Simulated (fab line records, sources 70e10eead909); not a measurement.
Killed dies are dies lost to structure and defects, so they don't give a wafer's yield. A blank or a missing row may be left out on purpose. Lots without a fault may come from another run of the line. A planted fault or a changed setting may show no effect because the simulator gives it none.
fab line records | flow nand_harc
record lots=6 wafers=17 last_day=24
route steps=1159 shown A_SOURCE_PLATE@414 A_ONON_D1@424 END@1159
lots that met no fault: from a run of the same line without faults
start_h: hours from the record's first day to the start of the lot's first wafer shown | wait_h: hours since the lot's step before | " the same as in the row above | L1.1+2: a row that stands for several wafers | - no value, or no start given | * or withheld: withheld | < > ~ a bound
route shown NAME@n: a module of which the file shows steps, and the number in the route of the first | usual: mean/standard deviation of fault-free wafers | same: alike in all rows | chamber/n: place in a boat | sites: the reading at each site | _std_site: their standard deviation | _edge_site: outer sites' mean less inner sites' | radius_mm: how far each site lies from the wafer's centre | mask NAME#n: copy n | behind: the tool/chamber that last shaped the wafer | hold: why the lot was held/for how many hours/how that ended | device: the transistor (n, p or np) that didn't switch | end of line: the same wafers' tests at the end of the route | a step without rows: its recipe alone | killed: dies lost to structure and defects at the first sort, not the wafer's yield | map: a wafer's dies, x killed, . not, _ none there
set.NAME: the setting as run; set.NAME@STEP: as run at that earlier step | model.NAME: the simulator's own value behind a step, which no gauge read
lots at some steps of the route; a table a step, a row a wafer
services: from which hour (start_h, from the record's first day; less than 0 if before it) a tool's chamber was out of use, for how many hours, and why
## steps
# step NHARC_A_SOURCE_PLATE_SRD_01
# step NHARC_A_SOURCE_PLATE_OXIDE_02
# recipe target_thk_a=100 temp_c=900 ox_time_s=1362 material=SiO2
# step NHARC_A_SOURCE_PLATE_THK_MEAS_09
# recipe thk_meas_gauge=ellipsometry
# usual thk_nm=9.8/1.1
# columns lot.wafer tool chamber start_h wait_h thk_nm
L457.1 film_metro-01 - 138.32 0.4 10.7
L457.3 " - " " 9.3
L457.4 " - " " 12.2
L461.2 film_metro-02 - 158.92 0.4 9.9
L461.3 " - " " 10.3
L461.4 " - " " 9.6
L467.2 film_metro-02 - 200.70 0.4 11.7
L467.6 " - " " 8.4
L469.2 film_metro-02 - 218.74 0.4 10.3
L469.4 " - " " 10.3
L469.5 " - " " 9.6
L474.2 film_metro-01 - 250.05 0.4 9.5
L474.3 " - " " 7.4
L474.4 " - " " 8.8
L479.1 film_metro-01 - 264.84 0.4 12.4
L479.3 " - " " 9.6
L479.5 " - " " 9.7
# step NHARC_A_SOURCE_PLATE_PVD_04
# recipe target_thk_a=500 material=WSi2
# step NHARC_A_SOURCE_PLATE_CVD_03
# recipe target_thk_a=2000 temp_c=620 pressure_mtorr=200 time_s=4000 material=poly-Si
# step NHARC_A_SOURCE_PLATE_ANNEAL_05
# recipe temp_c=850 time_s=1800
# step NHARC_A_SOURCE_PLATE_THK_MEAS_06
# recipe thk_meas_gauge=ellipsometry
# usual thk_nm=200.5/2.3
# columns lot.wafer tool chamber start_h wait_h thk_nm
L457.1 film_metro-01 - 151.43 0.4 199.9
L457.3 " - " " 200.8
L457.4 " - " " 200.4
L461.2 film_metro-01 - 172.03 0.4 198.4
L461.3 " - " " 199.8
L461.4 " - " " 195.9
L467.2 film_metro-02 - 215.11 0.4 199.7
L467.6 " - " " 202.9
L469.2 film_metro-02 - 231.97 0.4 199.9
L469.4 " - " " 200.9
L469.5 " - " " 200.0
L474.2 film_metro-01 - 263.62 0.4 202.6
L474.3 " - " " 202.3
L474.4 " - " " 199.1
L479.1 film_metro-02 - 278.44 0.4 203.0
L479.3 " - " " 200.1
L479.5 " - " " 200.8
# step NHARC_A_SOURCE_PLATE_INSPECT_08
# usual raw_defect_count=58/26
# columns lot.wafer tool chamber start_h wait_h raw_defect_count
L457.1 defect_inspect-01 - 151.51 0.0 103
L457.3 " - " " 88
L457.4 " - " " 96
L461.2 defect_inspect-02 - 172.13 0.0 34
L461.3 " - " " 25
L461.4 " - " " 35
L467.2 defect_inspect-01 - 215.18 0.0 44
L467.6 " - " " 65
L469.2 defect_inspect-02 - 232.03 0.0 42
L469.4 " - " " 38
L469.5 " - " " 43
L474.2 defect_inspect-01 - 263.69 0.0 57
L474.3 " - " " 104
L474.4 " - " " 43
L479.1 defect_inspect-02 - 278.51 0.0 40
L479.3 " - " " 54
L479.5 " - " " 55
# step NHARC_A_ONON_D1_DEP_00
# recipe target_thk_a=10000 n2_flow_sccm=2750 n2o_flow_sccm=2000 nh3_flow_sccm=500 sih4_flow_sccm=210 temp_c=400
# step NHARC_A_ONON_D1_THK_MEAS_02
# recipe thk_meas_gauge=ellipsometry
# usual thk_nm=1001/6.1
# columns lot.wafer tool chamber start_h wait_h thk_nm
L457.1 film_metro-01 - 152.09 - 1005
L457.3 " - " " 1004
L457.4 " - " " 1004
L461.2 film_metro-02 - 172.71 - 1007
L461.3 " - " " 1008
L461.4 " - " " 1007
L467.2 film_metro-01 - 215.76 - 1003
L467.6 " - " " 1002
L469.2 film_metro-02 - 232.61 - 1008
L469.4 " - " " 1010
L469.5 " - " " 1011
L474.2 film_metro-01 - 264.27 - 995
L474.3 " - " " 994
L474.4 " - " " 996
L479.1 film_metro-01 - 279.08 - 994
L479.3 " - " " 995
L479.5 " - " " 993
# step NHARC_A_ONON_D1_DEP_03
# recipe target_thk_a=10000 n2_flow_sccm=2750 n2o_flow_sccm=2000 nh3_flow_sccm=500 sih4_flow_sccm=210 temp_c=400
# usual sih4_flow_sccm=209.9/0.77
# columns lot.wafer tool chamber start_h wait_h sih4_flow_sccm
L457.1 pecvd_onon-04 0 152.15 0.1 209.8
L457.3 " 0 " " 209.0
L457.4 " 0 " " 210.0
L461.2 pecvd_onon-02 0 172.82 0.1 210.8
L461.3 " 0 " " 210.4
L461.4 " 0 " " 210.8
L467.2 pecvd_onon-02 0 216.08 0.3 209.4
L467.6 " 0 " " 208.8
L469.2 pecvd_onon-02 0 232.72 0.1 209.6
L469.4 " 0 " " 210.9
L469.5 " 0 " " 210.4
L474.2 pecvd_onon-01 0 264.38 0.1 211.3
L474.3 " 0 " " 210.8
L474.4 " 0 " " 210.1
L479.1 pecvd_onon-04 0 279.14 0.1 210.6
L479.3 " 0 " " 209.4
L479.5 " 0 " " 210.4
# step NHARC_A_ONON_D1_THK_MEAS_05
# recipe thk_meas_gauge=ellipsometry
# usual thk_nm=1002/8.1
# columns lot.wafer tool chamber start_h wait_h thk_nm
L457.1 film_metro-02 - 152.66 - 1010
L457.3 " - " " 1008
L457.4 " - " " 1011
L461.2 film_metro-01 - 173.28 - 1011
L461.3 " - " " 1012
L461.4 " - " " 1010
L467.2 film_metro-01 - 216.54 - 1104
L467.6 " - " " 998
L469.2 film_metro-01 - 233.18 - 1113
L469.4 " - " " 1006
L469.5 " - " " 1115
L474.2 film_metro-02 - 264.83 - 1002
L474.3 " - " " 1001
L474.4 " - " " 1003
L479.1 film_metro-01 - 279.65 - 1012
L479.3 " - " " 1012
L479.5 " - " " 1013
# step NHARC_A_ONON_D1_DEP_06
# recipe target_thk_a=10000 n2_flow_sccm=2750 n2o_flow_sccm=2000 nh3_flow_sccm=500 sih4_flow_sccm=210 temp_c=400
# step NHARC_END_SORT_01
# recipe temp_c=25
# usual killed_at_array=27/8 killed_at_other=0.8/1.2 killed_at_periphery=3.3/2.3 killed_dies=31/8.8 killed_open=3.2/2.1 killed_short=2.1/1.4
# same gross_dies=677
# columns lot.wafer tool chamber start_h wait_h killed_at_array killed_at_other killed_at_periphery killed_dies killed_open killed_short
L467.2 prober-01 0 501.43 2.8 676 0 1 677 3 2
L469.2 prober-01 0 509.25 2.8 675 1 1 677 2 3
L469.5 prober-01 0 511.65 3.7 669 4 4 677 3 2
# killed by level:class
L467.2 A_ONON_D1:area_dep=660 A_CHANNEL_HOLE_D1:chamber_film_flake=4 A_WL_FILL:chamber_film_flake=3 A_CONTACT:chamber_film_flake=3 A_M0:geometric_particle:short=2 P_M1:geometric_particle:open=1 A_CHANNEL_FILL_D1:geometric_particle:open=1 A_BLC:geometric_particle:open=1
L469.2 A_ONON_D1:area_dep=656 A_SLIT:chamber_film_flake=8 A_CONTACT:chamber_film_flake=3 A_SGD_CUT:geometric_particle:short=2 A_WL_FILL:chamber_film_flake=2 A_CHANNEL_FILL_D1:geometric_particle:short=1 A_WL_FILL:geometric_particle:open=1 A_CONTACT:geometric_particle:open=1
L469.5 A_ONON_D1:area_dep=643 A_SLIT:chamber_film_flake=18 A_CHANNEL_HOLE_D1:chamber_film_flake=5 THIN_TSV:chamber_film_flake=3 P_STI:chamber_film_flake=2 P_STI:geometric_particle:short=1 P_CONTACT:geometric_particle:open=1 A_WL_FILL:geometric_particle:open=1
# map L467.2 (x killed, . not)
____________x____________
_________xxxxxxx_________
_______xxxxxxxxxxx_______
______xxxxxxxxxxxxx______
_____xxxxxxxxxxxxxxx_____
____xxxxxxxxxxxxxxxxx____
____xxxxxxxxxxxxxxxxx____
___xxxxxxxxxxxxxxxxxxx___
___xxxxxxxxxxxxxxxxxxx___
__xxxxxxxxxxxxxxxxxxxxx__
__xxxxxxxxxxxxxxxxxxxxx__
_xxxxxxxxxxxxxxxxxxxxxxx_
_xxxxxxxxxxxxxxxxxxxxxxx_
_xxxxxxxxxxxxxxxxxxxxxxx_
_xxxxxxxxxxxxxxxxxxxxxxx_
_xxxxxxxxxxxxxxxxxxxxxxx_
xxxxxxxxxxxxxxxxxxxxxxxxx
xxxxxxxxxxxxxxxxxxxxxxxxx
xxxxxxxxxxxxxxxxxxxxxxxxx
xxxxxxxxxxxxxxxxxxxxxxxxx
xxxxxxxxxxxxxxxxxxxxxxxxx
_xxxxxxxxxxxxxxxxxxxxxxx_
_xxxxxxxxxxxxxxxxxxxxxxx_
_xxxxxxxxxxxxxxxxxxxxxxx_
_xxxxxxxxxxxxxxxxxxxxxxx_
_xxxxxxxxxxxxxxxxxxxxxxx_
__xxxxxxxxxxxxxxxxxxxxx__
__xxxxxxxxxxxxxxxxxxxxx__
___xxxxxxxxxxxxxxxxxxx___
___xxxxxxxxxxxxxxxxxxx___
____xxxxxxxxxxxxxxxxx____
____xxxxxxxxxxxxxxxxx____
_____xxxxxxxxxxxxxxx_____
______xxxxxxxxxxxxx______
_______xxxxxxxxxxx_______
_________xxxxxxx_________
____________x____________
# map L469.2 (x killed, . not)
____________x____________
_________xxxxxxx_________
_______xxxxxxxxxxx_______
______xxxxxxxxxxxxx______
_____xxxxxxxxxxxxxxx_____
____xxxxxxxxxxxxxxxxx____
____xxxxxxxxxxxxxxxxx____
___xxxxxxxxxxxxxxxxxxx___
___xxxxxxxxxxxxxxxxxxx___
__xxxxxxxxxxxxxxxxxxxxx__
__xxxxxxxxxxxxxxxxxxxxx__
_xxxxxxxxxxxxxxxxxxxxxxx_
_xxxxxxxxxxxxxxxxxxxxxxx_
_xxxxxxxxxxxxxxxxxxxxxxx_
_xxxxxxxxxxxxxxxxxxxxxxx_
_xxxxxxxxxxxxxxxxxxxxxxx_
xxxxxxxxxxxxxxxxxxxxxxxxx
xxxxxxxxxxxxxxxxxxxxxxxxx
xxxxxxxxxxxxxxxxxxxxxxxxx
xxxxxxxxxxxxxxxxxxxxxxxxx
xxxxxxxxxxxxxxxxxxxxxxxxx
_xxxxxxxxxxxxxxxxxxxxxxx_
_xxxxxxxxxxxxxxxxxxxxxxx_
_xxxxxxxxxxxxxxxxxxxxxxx_
_xxxxxxxxxxxxxxxxxxxxxxx_
_xxxxxxxxxxxxxxxxxxxxxxx_
__xxxxxxxxxxxxxxxxxxxxx__
__xxxxxxxxxxxxxxxxxxxxx__
___xxxxxxxxxxxxxxxxxxx___
___xxxxxxxxxxxxxxxxxxx___
____xxxxxxxxxxxxxxxxx____
____xxxxxxxxxxxxxxxxx____
_____xxxxxxxxxxxxxxx_____
______xxxxxxxxxxxxx______
_______xxxxxxxxxxx_______
_________xxxxxxx_________
____________x____________
## services
# columns tool chamber start_h hours kind
pecvd_onon-01 - 137.14 3.5 repair
pecvd_onon-01 - 195.00 13.0 pm
pecvd_onon-04 - 237.00 13.0 pm
## key
first_sign step=NHARC_A_ONON_D1_THK_MEAS_05 reading=thk_nm direction=up sigmas=13 usual=1002 struck=1110
effect step=NHARC_END_SORT_01 reading=killed_at_array direction=up sigmas=81 usual=27 struck=673
more_kills_born_at NHARC_A_ONON_D1_DEP_03@pecvd_onon-02=1959
met_at NHARC_A_ONON_D1_DEP_03
struck_wafers L467.2,L469.2,L469.5
later_rows_left_out L467.2,L469.2,L469.5
tester_left_out L467,L469
onset_between 172.82 216.08
fault kind=process_parameter_drift tool=pecvd_onon-02 chamber=- onset_h=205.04 steps=NHARC_A_ONON_D1_DEP_03 channel=target_thk_a offset=* shape=step end_h=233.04 scope=struck_wafers_only acts_in=* stated=*
# tester_left_out: of these lots the tester's yield and bins aren't shown, on N5 and GAA mostly nor the transistor test; their killed dies are dies lost to structure and defects alone, not to doping, threshold or leakage, so they don't give the yield
# later_rows_left_out: the simulator's readings of these wafers behind a module that went badly wrong aren't trusted and aren't shown, but for the sort
